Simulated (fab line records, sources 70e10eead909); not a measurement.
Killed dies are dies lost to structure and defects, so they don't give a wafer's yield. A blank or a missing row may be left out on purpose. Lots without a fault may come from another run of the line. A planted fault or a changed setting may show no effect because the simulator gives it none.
Problem report in the 8D (eight disciplines) form, filled by code | flow nand_harc | the parts of the form that need people (team, actions taken, sign-off) are left out

1. THE PROBLEM
killed_at_array at NHARC_END_SORT_01 reads a mean of 673 on 6 wafers of 2 lots; wafers without a fault read 28 with a standard deviation of 8.6. That is +75 standard deviations from the usual mean.
First seen on wafer L391.1, day 23 02:01, on prober-01. The record holds 6 wafers of 2 lots with a number at this step. Rule for "out", or "out of limits": more than 4 standard deviations from the usual mean. The other wafers with a number count as sound.

2. WHAT IT IS AND WHAT IT IS NOT
question                    | is                           | is not
which readings at this step | killed_at_array, killed_dies | killed_at_periphery, killed_open
which lots                  | L388, L391                   | -
which wafers of those lots  | all that have a number       | -
read on which gauges        | prober-01, prober-02         | -
when                        | from day 23 02:01            | up to then (0 sound wafers)

3. SUSPECTS, AND WHAT RULES EACH OUT
Counting: a tool at a process step up to the reading stays a suspect if it ran every lot that is out and no sound lot after the first of them.
- the gauge at NHARC_END_SORT_01: ruled out. The wafers that are out were read on 2 gauges (prober-01, prober-02).
- acl_dep-02 at NHARC_A_CONTACT_DEP_57 (deposits aC, target thk 2800 nm): kept. It ran every lot that is out, first L388 (day 20 05:24), and no sound lot after that.
Left after counting: acl_dep-02 at NHARC_A_CONTACT_DEP_57.

4. THE CAUSE (what the simulator had put in)
Process parameter drift: acl_dep-02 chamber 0, from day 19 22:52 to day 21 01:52, at NHARC_A_CONTACT_DEP_57. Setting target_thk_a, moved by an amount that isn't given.
Counting left only this tool.

5. THE CHAIN OF EFFECTS, in route order
Each row: a reading whose mean over the struck wafers that have a number lies more than 3 standard deviations from the usual. Only readings for which the record gives a usual standard deviation are gone through. hours: the time from each lot's start at the first step in this table that gives one to its start at this step, as a median over the lots. sigmas: the change in usual standard deviations.
hours | step              | reading         | usual | on struck wafers | change | sigmas
0     | NHARC_END_SORT_01 | killed_at_array | 28    | 673              | +645   | +75
0     | NHARC_END_SORT_01 | killed_dies     | 32    | 677              | +645   | +74

6. WHAT WOULD HAVE CAUGHT IT SOONER
In this record the first reading out of limits at a measuring or inspecting step was taken at day 23 02:01, 75 hours after the fault began at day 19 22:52.
Of the tool readings at NHARC_A_CONTACT_DEP_57 for which the record gives a usual standard deviation, none was out on any struck wafer, so an alarm limit of 4 standard deviations on them would not have fired.
All the lots that are out (2) had begun NHARC_A_CONTACT_DEP_57 on acl_dep-02 by day 23 02:01. A hold on the tool at that time would have spared none of them.
